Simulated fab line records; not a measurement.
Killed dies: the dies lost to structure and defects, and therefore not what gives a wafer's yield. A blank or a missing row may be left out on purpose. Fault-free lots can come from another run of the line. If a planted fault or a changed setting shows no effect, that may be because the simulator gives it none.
Which tool was responsible? | flow n5 finfet | 14 lots, 41 wafers sampled, at 5 steps of a route of 1938

WHAT EACH GAUGE READ, for each wafer
N5_BEOL_M4_RC_MEAS_101. Usual: DIBL_N 35.8 mV/V, standard deviation 1.8; DIBL_P 35.9 mV/V, standard deviation 2.2; IOFF_N 0.16 nA/um, standard deviation 0.035; IOFF_P 0.21 nA/um, standard deviation 0.04; ION_N 672 uA/um, standard deviation 11; ION_P 461 uA/um, standard deviation 7.4; SS_N 71.4 mV/dec, standard deviation 0.64; SS_P 73.2 mV/dec, standard deviation 0.67; VT_N 250 mV, standard deviation 3.5; VT_P -251 mV, standard deviation 3.4.
lot  | measured     | on        | DIBL_N (mV/V)  | DIBL_P (mV/V)  | IOFF_N (nA/um) | IOFF_P (nA/um) | ION_N (uA/um) | ION_P (uA/um) | SS_N (mV/dec)  | SS_P (mV/dec)  | VT_N (mV)   | VT_P (mV)      | flag
L355 | day 7 19:40  | prober-02 | 35.0 35.8 35.0 | 34.4 36.3 35.2 | 0.15 0.17 0.15 | 0.16 0.19 0.17 | 664 691 671   | 450 467 459   | 71.5 72.1 72.0 | 73.0 73.8 72.7 | 250 248 248 | -254 -252 -252 |
L357 | day 7 21:46  | prober-02 | 34.2 33.8 34.3 | 32.9 34.0 33.8 | 0.12 0.12 0.13 | 0.17 0.18 0.18 | 664 671 673   | 451 462 452   | 71.0 71.3 70.8 | 72.0 71.9 73.0 | 254 257 253 | -254 -255 -252 |
L356 | day 8 15:25  | prober-01 | 34.9 32.9 34.9 | 36.2 34.3 36.9 | 0.17 0.14 0.17 | 0.23 0.20 0.25 | 675 669 677   | 468 463 476   | 71.4 71.4 71.0 | 74.0 72.7 72.8 | 247 250 245 | -246 -250 -246 |
L358 | day 8 15:26  | prober-02 | 36.6 32.9 34.7 | 36.8 32.4 33.6 | 0.18 0.12 0.14 | 0.25 0.18 0.18 | 683 659 665   | 471 458 454   | 72.0 70.8 71.4 | 73.6 72.4 72.8 | 245 255 249 | -246 -251 -250 |
L360 | day 9 08:31  | prober-01 | 35.9 35.0 36.8 | 37.2 35.8 37.1 | 0.16 0.14 0.17 | 0.21 0.20 0.21 | 671 669 675   | 464 459 464   | 72.0 71.6 71.9 | 73.4 72.8 73.3 | 250 252 250 | -250 -254 -249 |
L362 | day 9 17:13  | prober-01 | 36.0 39.2 38.9 | 35.7 39.2 39.0 | 0.15 0.21 0.20 | 0.20 0.27 0.25 | 665 683 676   | 462 468 470   | 71.5 72.0 72.2 | 72.8 74.2 73.1 | 254 251 248 | -250 -248 -250 |
L361 | day 10 00:50 | prober-01 | 38.6 36.7 35.0 | 40.7 37.9 36.7 | 0.21 0.17 0.13 | 0.24 0.19 0.17 | 691 683 665   | 467 459 451   | 72.3 72.1 71.1 | 73.7 72.5 72.8 | 247 249 254 | -250 -251 -255 |
L363 | day 9 22:04  | prober-02 | 36.3 38.0 36.0 | 36.0 39.9 36.2 | 0.15 0.19 0.15 | 0.18 0.26 0.19 | 663 677 667   | 455 462 458   | 71.7 71.8 71.1 | 73.6 74.1 73.6 | 251 249 249 | -253 -249 -251 |
L364 | day 10 02:31 | prober-01 | 37.6 34.9 38.6 | 38.2 34.9 38.6 | 0.20 0.14 0.20 | 0.24 0.19 0.25 | 682 667 682   | 460 458 465   | 72.5 71.6 72.4 | 74.0 72.9 73.3 | 248 252 247 | -248 -252 -247 |
L366 | day 10 22:46 | prober-02 | 35.6 38.5 37.0 | 35.6 39.2 37.5 | 0.14 0.19 0.18 | 0.18 0.24 0.21 | 674 682 685   | 455 459 465   | 71.6 72.2 72.7 | 73.2 73.4 73.6 | 249 249 249 | -251 -249 -250 |
L367 | day 11 11:02 | prober-02 | 39.1 34.3 34.8 | 39.8 33.5 35.5 | 0.23 0.12 0.14 | 0.27 0.17 0.20 | 690 665 667   | 472 457 463   | 72.2 70.7 70.3 | 73.6 73.1 72.8 | 244 254 252 | -248 -252 -248 |
L368 | day 11 16:23 | prober-02 | 35.2 37.3      | 34.5 37.3      | 0.14 0.16      | 0.18 0.22      | 667 684       | 459 467       | 70.5 71.4      | 72.1 72.6      | 252 250     | -250 -250      |
L373 | day 12 16:39 | prober-01 | 37.3 37.0 32.9 | 36.3 35.8 31.6 | 0.18 0.16 0.11 | 0.21 0.20 0.15 | 672 682 661   | 458 464 456   | 72.0 70.6 70.9 | 73.2 73.4 72.5 | 248 249 252 | -251 -251 -256 |
L376 | day 12 23:56 | prober-01 | 37.1 36.5 33.7 | 37.8 36.8 32.5 | 0.17 0.15 0.11 | 0.21 0.20 0.15 | 679 674 660   | 458 468 454   | 72.1 71.4 70.9 | 74.1 73.9 72.8 | 246 251 255 | -251 -255 -255 |

TOOL THAT RAN EACH LOT (tool first, then ch and the chambers of the sampled wafers, then the start)
lot  | N5_BEOL_M0_ETCH_109                | N5_BEOL_M0_PRE_CLEAN_113     | N5_BEOL_M0_CVD_115               | N5_BEOL_M0_CMP_120
L355 | rie diel-02 ch 0,2,3, day 5 21:32  | pvd sputter-03, day 5 23:19  | cvd co-02 ch 0,2, day 5 23:49    | cmp-04 ch 0,1,2, day 6 00:52
L357 | rie diel-05 ch 1,2,3, day 6 05:59  | pvd sputter-03, day 6 06:22  | cvd co-02 ch 0,2, day 6 07:12    | cmp-04 ch 0,1,2, day 6 08:32
L356 | rie diel-05 ch 0,3, day 6 09:59    | pvd sputter-02, day 6 10:50  | cvd co-01 ch 0,2, day 6 11:26    | cmp-04 ch 0,2,3, day 6 13:07
L358 | rie diel-05 ch 0,1, day 6 14:23    | pvd sputter-01, day 6 14:37  | cvd co-01 ch 0,1,2, day 6 15:23  | cmp-03 ch 0,2, day 6 18:04
L360 | rie diel-02 ch 0,2,3, day 7 06:13  | pvd sputter-03, day 7 07:12  | cvd co-01 ch 0,2, day 7 07:41    | cmp-02 ch 2,3, day 7 08:55
L362 | rie diel-02 ch 2,3, day 7 14:33    | pvd sputter-02, day 7 15:05  | cvd co-01 ch 1,2, day 7 15:29    | cmp-03 ch 0,3, day 7 16:44
L361 | rie diel-02 ch 1,2,3, day 7 20:54  | pvd sputter-02, day 7 21:18  | cvd co-02 ch 0,1, day 7 21:47    | cmp-03 ch 1,2,3, day 7 23:50
L363 | rie diel-05 ch 0,2,3, day 7 22:40  | pvd sputter-03, day 7 23:56  | cvd co-02 ch 0,1,2, day 8 00:34  | cmp-03 ch 0,1,2, day 8 02:04
L364 | rie diel-02 ch 0,1,2, day 8 02:06  | pvd sputter-03, day 8 02:49  | cvd co-01 ch 1,2, day 8 03:22    | cmp-04 ch 1,2, day 8 11:06
L366 | rie diel-05 ch 0,1, day 8 18:01    | pvd sputter-02, day 8 18:18  | cvd co-02 ch 0,1,2, day 8 18:42  | cmp-03 ch 1,2,3, day 8 23:37
L367 | rie diel-05 ch 0,2,3, day 9 04:35  | pvd sputter-03, day 9 05:13  | cvd co-01 ch 0,1,2, day 9 05:55  | cmp-03 ch 0,1,3, day 9 10:08
L368 | rie diel-05 ch 1,3, day 9 11:55    | pvd sputter-02, day 9 12:11  | cvd co-01 ch 0,2, day 9 12:31    | cmp-03 ch 1,3, day 9 18:08
L373 | rie diel-02 ch 0,1,3, day 10 05:28 | pvd sputter-02, day 10 07:17 | cvd co-01 ch 1,2, day 10 08:04   | cmp-04 ch 1,2,3, day 10 09:02
L376 | rie diel-04 ch 1,2,3, day 11 03:32 | pvd sputter-03, day 11 03:55 | cvd co-02 ch 0,1,2, day 11 04:16 | cmp-02 ch 0,1,3, day 11 05:13
- N5_BEOL_M0_ETCH_109: etches SiCN in CH3F/O2, target depth 8 nm, overetch 2.4 nm, time 27.4 s.
- N5_BEOL_M0_PRE_CLEAN_113: time 30 s.
- N5_BEOL_M0_CVD_115: deposits Co from CCTBA/H2, time 120 s.
- N5_BEOL_M0_CMP_120: polishes, stops on SiOC, t overpolish 6.9 s.

WHAT THE TOOLS THEMSELVES READ (means of the sampled wafers that have a number; where no wafer has one, the mark that the record gives instead)
N5_BEOL_M0_ETCH_109. Usual: drypump motor current A 5.6 A, standard deviation 0.33; oes product au 0.69 a.u., standard deviation 0.077; rf vpp V 297.6 V, standard deviation 1.4; showerhead plenum p Torr 2.01 Torr, standard deviation 0.059; throttle valve pct 16.17 %, standard deviation 0.16.
lot  | tool        | drypump motor current A (A) | oes product au (a.u.) | rf vpp V (V) | showerhead plenum p Torr (Torr) | throttle valve pct (%) | flag
L355 | rie diel-02 | 5.8                         | 0.71                  | 297.7        | 1.97                            | 16.17                  |
L357 | rie diel-05 | 5.6                         | 0.60                  | 296.9        | 2.01                            | 16.24                  |
L356 | rie diel-05 | 5.6                         | 0.67                  | 298.3        | 2.03                            | 16.13                  |
L358 | rie diel-05 | 5.5                         | 0.71                  | 299.0        | 2.05                            | 16.19                  |
L360 | rie diel-02 | 5.8                         | 0.71                  | 297.0        | 1.97                            | 16.19                  |
L362 | rie diel-02 | 5.9                         | 0.73                  | 296.2        | 1.95                            | 16.27                  |
L361 | rie diel-02 | 5.8                         | 0.75                  | 296.7        | 1.98                            | 16.24                  |
L363 | rie diel-05 | 5.7                         | 0.65                  | 298.0        | 2.05                            | 16.09                  |
L364 | rie diel-02 | 5.8                         | 0.71                  | 297.5        | 1.99                            | 16.18                  |
L366 | rie diel-05 | 5.5                         | 0.76                  | 298.6        | 2.05                            | 16.08                  |
L367 | rie diel-05 | 5.7                         | 0.64                  | 298.5        | 2.04                            | 16.12                  |
L368 | rie diel-05 | 5.6                         | 0.71                  | 295.9        | 1.97                            | 16.19                  |
L373 | rie diel-02 | 5.4                         | 0.72                  | 297.4        | 2.00                            | 16.26                  |
L376 | rie diel-04 | 5.4                         | 0.70                  | 298.2        | 2.05                            | 16.15                  |

N5_BEOL_M0_PRE_CLEAN_113. Usual: heater power w 332 W, standard deviation 27; susceptor temp C 250.02 C, standard deviation 0.15.
lot  | tool           | heater power w (W) | susceptor temp C (C) | flag
L355 | pvd sputter-03 | 355                | 250.07               |
L357 | pvd sputter-03 | 320                | 249.96               |
L356 | pvd sputter-02 | 323                | 250.06               |
L358 | pvd sputter-01 | 335                | 250.10               |
L360 | pvd sputter-03 | 348                | 250.08               |
L362 | pvd sputter-02 | 327                | 250.15               |
L361 | pvd sputter-02 | 307                | 250.07               |
L363 | pvd sputter-03 | 317                | 250.08               |
L364 | pvd sputter-03 | 349                | 249.99               |
L366 | pvd sputter-02 | 316                | 249.86               |
L367 | pvd sputter-03 | 324                | 249.88               |
L368 | pvd sputter-02 | 324                | 249.99               |
L373 | pvd sputter-02 | 329                | 249.88               |
L376 | pvd sputter-03 | 350                | 250.00               |

N5_BEOL_M0_CVD_115. Usual: chamber pressure Torr 30.00 Torr, standard deviation 0.053; run length s 142.8 s, standard deviation 0.46.
lot  | tool      | chamber pressure Torr (Torr) | run length s (s) | flag
L355 | cvd co-02 | 30.00                        | 142.8            |
L357 | cvd co-02 | 30.04                        | 142.8            |
L356 | cvd co-01 | 29.98                        | 142.8            |
L358 | cvd co-01 | 30.03                        | 142.9            |
L360 | cvd co-01 | 29.99                        | 142.8            |
L362 | cvd co-01 | 29.92                        | 142.6            |
L361 | cvd co-02 | 29.98                        | 142.7            |
L363 | cvd co-02 | 30.04                        | 143.0            |
L364 | cvd co-01 | 30.01                        | 142.7            |
L366 | cvd co-02 | 30.00                        | 142.6            |
L367 | cvd co-01 | 30.00                        | 142.7            |
L368 | cvd co-01 | 29.96                        | 120.9            | OFF
L373 | cvd co-01 | 30.00                        | 127.9            | OFF
L376 | cvd co-02 | 29.99                        | 142.9            |

N5_BEOL_M0_CMP_120. Usual: barrier field endpoint s 3.59 s, standard deviation 0.13; edge zone pressure frac 1.001, standard deviation 0.0052; motor current A 5.9 A, standard deviation 0.75; overpolish run s 6.900 s, standard deviation 0.0099; pad life wafers 1018, standard deviation 500; platen rpm 50.00 rpm, standard deviation 0.032; slurry flow ml min 150.0, standard deviation 0.48; time to endpoint s 61 s, standard deviation 3.4.
lot  | tool   | barrier field endpoint s (s) | edge zone pressure frac | motor current A (A) | overpolish run s (s) | pad life wafers | platen rpm (rpm) | slurry flow ml min | time to endpoint s (s) | flag
L355 | cmp-04 | 3.66                         | 0.995                   | 6.0                 | 6.893                | 2048            | 50.01            | 150.1              | 60                     |
L357 | cmp-04 | 3.74                         | 0.999                   | 6.0                 | 6.903                | 26              | 49.99            | 149.8              | 63                     |
L356 | cmp-04 | 3.39                         | 1.000                   | 6.2                 | 6.898                | 86              | 50.00            | 150.3              | 59                     |
L358 | cmp-03 | 3.47                         | 1.000                   | 7.0                 | 6.900                | 541             | 49.99            | 150.0              | 56                     |
L360 | cmp-02 | 3.49                         | 1.002                   | 5.4                 | 6.907                | 1064            | 50.01            | 149.9              | 62                     |
L362 | cmp-03 | 3.53                         | 0.995                   | 6.1                 | 6.907                | 776             | 50.00            | 149.8              | 61                     |
L361 | cmp-03 | 3.64                         | 0.998                   | 5.9                 | 6.895                | 854             | 49.98            | 150.1              | 60                     |
L363 | cmp-03 | 3.59                         | 1.004                   | 6.4                 | 6.903                | 872             | 50.00            | 150.0              | 58                     |
L364 | cmp-04 | 3.74                         | 1.001                   | 5.8                 | 6.898                | 530             | 49.98            | 150.5              | 62                     |
L366 | cmp-03 | 3.59                         | 1.003                   | 5.8                 | 6.899                | 1058            | 50.00            | 149.8              | 60                     |
L367 | cmp-03 | 3.54                         | 0.999                   | 5.5                 | 6.904                | 1172            | 50.03            | 150.0              | 61                     |
L368 | cmp-03 | 3.66                         | 1.004                   | 5.2                 | 6.907                | 1256            | 50.02            | 150.2              | 65                     |
L373 | cmp-04 | 3.59                         | 1.000                   | 5.7                 | 6.902                | 781             | 50.00            | 150.0              | 61                     |
L376 | cmp-02 | 3.74                         | 0.997                   | 5.4                 | 6.905                | 1609            | 49.99            | 150.4              | 64                     |

THE ANSWER, worked out from the rows above alone
Rule: a lot is off if the mean of its wafers that have a number lies more than 3 standard deviations from the usual mean. A lot without any number at a reading at which 4 lots or more have one is off too. All remaining lots with rows at the step are treated as sound. After the gauges, taken in route order, come the tools' own readings; for these a lot's mean is taken, as printed above. The first step at which some lot is off is used, and at that step the reading that is off furthest; a lot without a number counts as furthest.
Off: L368, L373 (N5_BEOL_M0_CVD_115, run length s).
If a tool, at that step or one of the process steps before it, ran each lot that is off and ran no sound lot following the first of them, it fits. Undecided on this evidence; 2 tools fit (pvd sputter-02 at N5_BEOL_M0_PRE_CLEAN_113, cvd co-01 at N5_BEOL_M0_CVD_115).

WHAT WAS PUT IN BY THE SIMULATOR
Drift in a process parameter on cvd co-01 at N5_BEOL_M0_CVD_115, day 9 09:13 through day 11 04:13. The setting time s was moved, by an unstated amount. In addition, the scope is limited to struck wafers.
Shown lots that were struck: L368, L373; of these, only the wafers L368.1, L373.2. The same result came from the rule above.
